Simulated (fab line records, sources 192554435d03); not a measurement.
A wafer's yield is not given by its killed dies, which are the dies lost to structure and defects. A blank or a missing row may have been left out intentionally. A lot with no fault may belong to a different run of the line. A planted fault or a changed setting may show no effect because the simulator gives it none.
Chamber matching :: flow n5 finfet :: N5_GATE_CUT_ALD_22 on ald sin-04: 4 sister chambers
The step deposits SiNx, target thk 16 nm, pulse time 1 s, ald cycles 320. 33 wafers are shown with their chamber, then 12 later ones without.

== WAFERS, EACH WITH ITS CHAMBER ==
wafer: L074.1
chamber: 0
heater power w (W): 990
precursor pulse height rel: 1.012

wafer: L074.2
chamber: 3
heater power w (W): 835
precursor pulse height rel: 1.001

wafer: L074.3
chamber: 2
heater power w (W): 1017
precursor pulse height rel: 1.006

wafer: L074.4
chamber: 1
heater power w (W): 851
precursor pulse height rel: 1.007

wafer: L074.5
chamber: 0
heater power w (W): 993
precursor pulse height rel: 1.020

wafer: L074.6
chamber: 3
heater power w (W): 818
precursor pulse height rel: 0.998

wafer: L075.1
chamber: 1
heater power w (W): 862
precursor pulse height rel: 0.995

wafer: L075.4
chamber: 2
heater power w (W): 996
precursor pulse height rel: 0.991

wafer: L075.5
chamber: 1
heater power w (W): 860
precursor pulse height rel: 1.000

wafer: L076.1
chamber: 1
heater power w (W): 852
precursor pulse height rel: 1.005

wafer: L076.2
chamber: 2
heater power w (W): 1016
precursor pulse height rel: 0.978

wafer: L076.4
chamber: 3
heater power w (W): 827
precursor pulse height rel: 0.955

wafer: L078.3
chamber: 0
heater power w (W): 978
precursor pulse height rel: 1.005

wafer: L078.5
chamber: 1
heater power w (W): 839
precursor pulse height rel: 0.975

wafer: L078.6
chamber: 0
heater power w (W): 997
precursor pulse height rel: 0.977

wafer: L082.1
chamber: 3
heater power w (W): 844
precursor pulse height rel: 1.019

wafer: L082.4
chamber: 2
heater power w (W): 1025
precursor pulse height rel: 1.007

wafer: L082.5
chamber: 0
heater power w (W): 984
precursor pulse height rel: 0.975

wafer: L083.2
chamber: 2
heater power w (W): 1045
precursor pulse height rel: 0.990

wafer: L083.5
chamber: 2
heater power w (W): 1018
precursor pulse height rel: 1.037

wafer: L083.6
chamber: 1
heater power w (W): 853
precursor pulse height rel: 1.013

wafer: L088.2
chamber: 3
heater power w (W): 822
precursor pulse height rel: 0.986

wafer: L088.3
chamber: 0
heater power w (W): 976
precursor pulse height rel: 1.015

wafer: L088.5
chamber: 1
heater power w (W): 862
precursor pulse height rel: 0.994

wafer: L091.2
chamber: 2
heater power w (W): 1022
precursor pulse height rel: 1.000

wafer: L091.4
chamber: 3
heater power w (W): 843
precursor pulse height rel: 0.976

wafer: L091.5
chamber: 0
heater power w (W): 965
precursor pulse height rel: 1.020

wafer: L092.1
chamber: 0
heater power w (W): 979
precursor pulse height rel: 0.981

wafer: L092.2
chamber: 1
heater power w (W): 852
precursor pulse height rel: 1.019

wafer: L092.3
chamber: 3
heater power w (W): 850
precursor pulse height rel: 1.031

wafer: L092.4
chamber: 2
heater power w (W): 1034
precursor pulse height rel: 0.985

wafer: L092.5
chamber: 2
heater power w (W): 1044
precursor pulse height rel: 0.970

wafer: L092.6
chamber: 1
heater power w (W): 840
precursor pulse height rel: 1.007

SIGNATURES (averages over the wafers above)
reading: heater power w
chamber 0: 982.75
chamber 1: 852.33
chamber 2: 1024.11
chamber 3: 834.14
scatter within a chamber: 11.9

reading: precursor pulse height rel
chamber 0: 1.00062
chamber 1: 1.00167
chamber 2: 0.99600
chamber 3: 0.99514
scatter within a chamber: 0.0195
Rule: distance of a wafer from a chamber = root of the sum over the readings of ((wafer's reading minus chamber's mean) / reading's scatter) squared. If the next closest chamber is less than 2 further off than the closest, the wafer can't be placed; otherwise it belongs to the closest. The scatter: take each reading less its chamber's mean, square it, sum over the shown wafers, divide by the number of wafers less the number of chambers, and take the root.

== WAFERS MISSING THEIR CHAMBER ==
wafer: L093.1
heater power w (W): 858
precursor pulse height rel: 1.026

wafer: L093.3
heater power w (W): 1036
precursor pulse height rel: 1.003

wafer: L093.6
heater power w (W): 1031
precursor pulse height rel: 1.000

wafer: L094.1
heater power w (W): 1037
precursor pulse height rel: 1.015

wafer: L094.2
heater power w (W): 812
precursor pulse height rel: 1.041

wafer: L094.3
heater power w (W): 856
precursor pulse height rel: 0.999

wafer: L094.4
heater power w (W): 1004
precursor pulse height rel: 0.972

wafer: L094.5
heater power w (W): 1041
precursor pulse height rel: 0.981

wafer: L094.6
heater power w (W): 887
precursor pulse height rel: 1.019

wafer: L095.3
heater power w (W): 832
precursor pulse height rel: 0.973

wafer: L095.4
heater power w (W): 871
precursor pulse height rel: 1.006

wafer: L095.5
heater power w (W): 832
precursor pulse height rel: 0.978

== EACH ONE'S CHAMBER ==
wafer: L093.1
from the rows above: can't be placed: 1 or 3
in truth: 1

wafer: L093.3
from the rows above: 2
in truth: 2

wafer: L093.6
from the rows above: 2
in truth: 2

wafer: L094.1
from the rows above: 2
in truth: 2

wafer: L094.2
from the rows above: can't be placed: 3 or 1
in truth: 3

wafer: L094.3
from the rows above: can't be placed: 1 or 3
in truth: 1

wafer: L094.4
from the rows above: can't be placed: 2 or 0
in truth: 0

wafer: L094.5
from the rows above: 2
in truth: 2

wafer: L094.6
from the rows above: can't be placed: 1 or 3
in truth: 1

wafer: L095.3
from the rows above: can't be placed: 3 or 1
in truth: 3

wafer: L095.4
from the rows above: can't be placed: 1 or 3
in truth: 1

wafer: L095.5
from the rows above: can't be placed: 3 or 1
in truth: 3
Placed correctly: 4 of 12. From these rows, 8 cannot be placed; in 8 the true chamber is one of the candidates. 0 placed wrongly.
